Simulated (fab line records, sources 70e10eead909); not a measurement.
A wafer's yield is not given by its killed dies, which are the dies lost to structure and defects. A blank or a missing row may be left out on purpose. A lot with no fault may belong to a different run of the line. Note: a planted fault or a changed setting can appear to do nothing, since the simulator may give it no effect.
Matching of chambers ; flow nand_harc ; NHARC_A_SGD_CUT_DEP_00 on pecvd-03 has 3 sister chambers
The step deposits SiNx, target thk 50 nm. 6 wafers are shown with their chamber, then 11 later ones without.

EACH WAFER AND ITS CHAMBER
wafer;chamber;heater_power_w (W)
L089.1;0;630
L089.2;1;862
L088.1;2;591
L088.4;1;808
L088.6;2;584
L092.2;0;599

WAFERS WHOSE CHAMBER IS MISSING
wafer;heater_power_w (W)
L092.3;648
L092.5;594
L091.4;609
L091.5;775
L091.6;556
L093.1;631
L093.4;595
L093.6;623
L095.1;862
L095.3;643
L095.6;638

WHICH CHAMBER EACH ONE RAN IN
wafer;from the rows above;in truth
L092.3;can't be placed: 0 or 2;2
L092.5;can't be placed: 2 or 0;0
L091.4;can't be placed: 0 or 2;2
L091.5;1;1
L091.6;can't be placed: 2 or 0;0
L093.1;can't be placed: 0 or 2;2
L093.4;can't be placed: 2 or 0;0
L093.6;can't be placed: 0 or 2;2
L095.1;1;1
L095.3;can't be placed: 0 or 2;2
L095.6;can't be placed: 0 or 2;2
2 of 11 placed correctly. These rows do not allow placing 9 (true chamber among the candidates in 9). Wrongly placed: 0.
How it was worked out, from the rows above alone: a wafer's distance from a chamber is the root of the sum, over the readings, of the square of ((its reading less the chamber's mean) divided by the reading's scatter). The wafer belongs to the nearest chamber; if the next one is less than 2 further off, it can't be placed. The mean given for a chamber averages the wafers shown for that chamber. The scatter: the root of (the sum of the squares of (reading less its chamber's mean) over the shown wafers, divided by (wafers less chambers)).
